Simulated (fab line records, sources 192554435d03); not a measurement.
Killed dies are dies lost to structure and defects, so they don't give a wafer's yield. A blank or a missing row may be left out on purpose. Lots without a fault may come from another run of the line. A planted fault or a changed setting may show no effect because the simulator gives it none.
Problem report in the 8D (eight disciplines) form, filled by code | flow n5_finfet | the parts of the form that need people (team, actions taken, sign-off) are left out

1. THE PROBLEM
run_length_s at N5_BEOL_M9_CVD_78 reads a mean of 279.1 s on 3 wafers of 2 lots; wafers without a fault read 162.0 s with a standard deviation of 0.6. That is +99 or more standard deviations from the usual mean.
The step: deposits Co from CCTBA/H2, target thk 2 nm, time 138.9 s.
First seen on wafer L865.1, day 14 22:26, on cvd_co-01. The record holds 30 wafers of 10 lots with a number at this step. Rule for "out", or "out of limits": more than 4 standard deviations from the usual mean. The other wafers with a number count as sound.

2. WHAT IT IS AND WHAT IT IS NOT
question                    | is                     | is not
which readings at this step | run_length_s           | -
which lots                  | L864, L865             | L850, L852, L853, L854, L856, L857, L858, L870
which wafers of those lots  | L864.5, L865.1, L865.5 | L864.2, L864.6, L865.2
read on which tools         | cvd_co-01              | cvd_co-02
when                        | from day 14 22:26      | up to then (22 sound wafers); but 5 sound wafers of L864, L870 came after

3. SUSPECTS, AND WHAT RULES EACH OUT
Counting: a tool at a process step up to the reading stays a suspect if it ran every lot that is out. Sound lots after the first of them don't rule it out here, since some wafers of a struck lot are sound.
- rie_diel-04 at N5_BEOL_M9_ETCH_76 (etches underlayer in N2/H2, target depth 6.5 nm, time 5.2 s): kept. It ran every lot that is out, first L865 (day 14 19:29); its last sound lot up to then is L856 (day 12 02:14).
- rie_diel-04 at N5_BEOL_M9_ETCH_41 (etches SiCN in CH3F/O2, target depth 36.6 nm, time 70.1 s): kept. It ran every lot that is out, first L865 (day 14 22:26); its last sound lot up to then is L856 (day 12 05:38). N5_BEOL_M9_ETCH_41 gives no start for some lots, so the hours and the order of its lots are those of N5_BEOL_M9_CVD_78.
- cvd_co-01 at N5_BEOL_M9_CVD_78 (deposits Co from CCTBA/H2, target thk 2 nm, time 138.9 s): kept. It ran every lot that is out, first L865 (day 14 22:26); its last sound lot up to then is L857 (day 13 16:20). Its own readings are out on those wafers: run_length_s.
- Within cvd_co-01 at N5_BEOL_M9_CVD_78: the wafers that are out ran in chamber 0; their sound lot-mates ran in chamber 2.
Left after counting: rie_diel-04 at N5_BEOL_M9_ETCH_76, rie_diel-04 at N5_BEOL_M9_ETCH_41, cvd_co-01 at N5_BEOL_M9_CVD_78.

4. THE CAUSE (what the simulator had put in)
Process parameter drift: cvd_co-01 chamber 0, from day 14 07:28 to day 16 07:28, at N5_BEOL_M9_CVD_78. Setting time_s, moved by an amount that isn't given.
Counting left 3 suspects, and this tool is among them.

5. THE CHAIN OF EFFECTS, in route order
Each row: a reading whose mean over the struck wafers that have a number lies more than 3 standard deviations from the usual. Only readings for which the record gives a usual standard deviation are gone through. hours: the time from each lot's start at the first step in this table that gives one to its start at this step, as a median over the lots. sigmas: the change in usual standard deviations.
hours | step              | reading      | usual   | on struck wafers | change | sigmas
0     | N5_BEOL_M9_CVD_78 | run_length_s | 162.0 s | 279.1            | +117.1 | +99 or more
The process steps in it:
- N5_BEOL_M9_CVD_78: deposits Co from CCTBA/H2, target thk 2 nm, time 138.9 s.

6. WHAT WOULD HAVE CAUGHT IT SOONER
In this record the first reading out of limits was taken at day 14 22:26, 15 hours after the fault began at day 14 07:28.
